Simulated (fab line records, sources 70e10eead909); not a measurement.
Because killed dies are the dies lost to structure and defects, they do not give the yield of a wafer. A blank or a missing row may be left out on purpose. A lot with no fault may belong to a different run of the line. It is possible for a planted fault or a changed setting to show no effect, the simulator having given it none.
Matching of chambers -- flow nandHarc -- pecvd-01 running NHARC_A_STAIRCASE_DEP_151: 3 sister chambers
The step deposits SiO2, target thk 3800 nm. 3 wafers are shown with their chamber, then 12 later ones without.

== WAFERS, EACH WITH ITS CHAMBER ==
wafer,chamber,heaterPowerW (W)
L089.5,2,436
L092.3,1,681
L092.6,0,777

== WAFERS WITHOUT THEIR CHAMBER ==
wafer,heaterPowerW (W)
L093.2,807
L093.3,518
L093.4,671
L094.1,551
L094.2,898
L094.3,735
L094.4,768
L094.5,430
L094.6,693
L097.3,798
L097.4,766
L097.6,694

== EACH ONE'S CHAMBER ==
wafer,from the rows above,in truth
L093.2,can't be placed: 0 or 1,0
L093.3,can't be placed: 2 or 1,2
L093.4,can't be placed: 1 or 0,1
L094.1,can't be placed: 2 or 1 or 0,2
L094.2,can't be placed: 0 or 1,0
L094.3,can't be placed: 0 or 1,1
L094.4,can't be placed: 0 or 1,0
L094.5,2,2
L094.6,can't be placed: 1 or 0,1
L097.3,can't be placed: 0 or 1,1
L097.4,can't be placed: 0 or 1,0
L097.6,can't be placed: 1 or 0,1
Correct placement for 1 of the 12. Can't be placed from these rows: 11 (the true chamber is among the candidates in 11). Placed wrongly: 0.
How it was worked out, from the rows above alone: a wafer's distance from a chamber is the root of the sum, over the readings, of the square of ((its reading less the chamber's mean) divided by the reading's scatter). The wafer belongs to the nearest chamber; if the next one is less than 2 further off, it can't be placed. The mean given for a chamber averages the wafers shown for that chamber. The scatter: root of mean squared gap, hidden wafer to nearest shown wafer, with one shown wafer a chamber.
